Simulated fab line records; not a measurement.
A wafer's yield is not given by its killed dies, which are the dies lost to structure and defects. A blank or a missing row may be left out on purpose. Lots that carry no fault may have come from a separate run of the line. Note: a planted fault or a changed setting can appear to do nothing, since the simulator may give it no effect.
Matching of chambers | flow n5 finfet | N5_GATE_CUT_ETCH_28 on rie diel-02 has 4 sister chambers
The step etches underlayer in N2/H2, target depth 13 nm, time 10.4 s. 14 wafers are shown with their chamber, then 7 later ones without.

== WAFERS, EACH WITH ITS CHAMBER ==
wafer  | chamber | drypump motor current A (A) | showerhead plenum p Torr (Torr) | rf vpp V (V)
L074.2 | 1       | 6.4                         | 2.45                            | 521.0
L074.4 | 3       | 6.0                         | 2.41                            | 520.4
L074.6 | 2       | 5.6                         | 2.65                            | 528.4
L081.2 | 3       | 6.0                         | 2.41                            | 520.8
L081.3 | 2       | 5.6                         | 2.64                            | 527.0
L081.4 | 2       | 5.6                         | 2.64                            | 525.9
L085.3 | 0       | 5.0                         | 2.62                            | 525.8
L085.4 | 0       | 5.0                         | 2.62                            | 524.9
L085.6 | 3       | 6.0                         | 2.40                            | 521.0
L088.1 | 3       | 6.0                         | 2.40                            | 520.5
L088.3 | 1       | 6.4                         | 2.44                            | 520.7
L088.6 | 0       | 5.0                         | 2.61                            | 527.4
L089.2 | 1       | 6.4                         | 2.44                            | 522.3
L089.3 | 2       | 5.5                         | 2.64                            | 526.8

SIGNATURES (means of the wafers above)
reading                  | chamber 0 | chamber 1 | chamber 2 | chamber 3 | scatter within a chamber
drypump motor current A  | 5.000     | 6.400     | 5.575     | 6.000     | 0.0274
showerhead plenum p Torr | 2.6167    | 2.4433    | 2.6425    | 2.4050    | 0.00555
rf vpp V                 | 526.033   | 521.333   | 527.025   | 520.675   | 0.899
Rule: a wafer lies at a distance from a chamber equal to the root of the sum of squares, over the readings, of (its reading less the chamber's mean, divided by the reading's scatter). The wafer belongs to the nearest chamber; if the next one is less than 2 further off, it can't be placed. The scatter is the square root of a quotient: the sum, over the shown wafers, of each reading's squared deviation from its chamber's mean, divided by wafers minus chambers.

== WAFERS MISSING THEIR CHAMBER ==
wafer  | drypump motor current A (A) | showerhead plenum p Torr (Torr) | rf vpp V (V)
L089.5 | 6.4                         | 2.44                            | 521.1
L096.1 | 6.4                         | 2.43                            | 520.5
L096.2 | 6.0                         | 2.40                            | 520.7
L096.4 | 5.6                         | 2.63                            | 524.7
L097.1 | 5.0                         | 2.61                            | 524.8
L097.2 | 6.0                         | 2.40                            | 519.9
L097.4 | 5.6                         | 2.63                            | 524.8

== CHAMBER TAKEN BY EACH ==
wafer  | from the rows above | in truth
L089.5 | 1                   | 1
L096.1 | 1                   | 1
L096.2 | 3                   | 3
L096.4 | 2                   | 2
L097.1 | 0                   | 0
L097.2 | 3                   | 3
L097.4 | 2                   | 2
Correctly placed: 7 of 7. Not placeable from these rows: 0. Wrongly placed: 0.
